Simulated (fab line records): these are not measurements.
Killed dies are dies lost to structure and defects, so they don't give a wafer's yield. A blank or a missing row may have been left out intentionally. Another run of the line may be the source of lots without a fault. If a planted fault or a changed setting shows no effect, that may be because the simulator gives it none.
Matching of chambers ; flow nand harc ; NHARC_A_STAIRCASE_ALD_420 on ald hk-02 has 4 sister chambers
The step deposits SiO2, target thk 20 nm, pulse time 6 s, ald cycles 200. 8 wafers are shown with their chamber, then 11 later ones without.

## WAFERS PAIRED WITH THEIR CHAMBERS
wafer;chamber;heater power w (W);precursor pulse height rel
L083.2;2;504;0.997
L085.1;3;455;0.989
L085.2;2;530;0.981
L085.3;1;380;1.006
L088.1;3;469;1.010
L088.2;0;448;1.015
L088.4;1;373;0.971
L089.2;0;445;0.997

## WAFERS WITHOUT THEIR CHAMBER
wafer;heater power w (W);precursor pulse height rel
L089.3;374;0.970
L089.5;363;1.005
L091.2;374;1.005
L091.4;460;0.997
L091.5;459;0.990
L094.1;506;0.964
L094.3;457;0.992
L094.5;495;0.975
L093.2;456;0.976
L093.3;375;0.988
L093.4;513;0.985

## THE CHAMBER EACH PASSED THROUGH
wafer;from the rows above;in truth
L089.3;1;1
L089.5;1;1
L091.2;1;1
L091.4;can't be placed: 3 or 0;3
L091.5;can't be placed: 3 or 0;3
L094.1;2;2
L094.3;can't be placed: 3 or 0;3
L094.5;can't be placed: 2 or 3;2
L093.2;can't be placed: 3 or 0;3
L093.3;1;1
L093.4;2;2
6 of 11 placed correctly. From these rows, 5 cannot be placed; in 5 the true chamber is one of the candidates. Wrongly placed: 0.
How it was worked out, from the rows above alone: a wafer's distance from a chamber is the root of the sum, over the readings, of the square of ((its reading less the chamber's mean) divided by the reading's scatter). If the next closest chamber is less than 2 further off than the closest, the wafer can't be placed; otherwise it belongs to the closest. The mean given for a chamber averages the wafers shown for that chamber. The scatter is the square root of a quotient: the sum, over the shown wafers, of each reading's squared deviation from its chamber's mean, divided by wafers minus chambers.
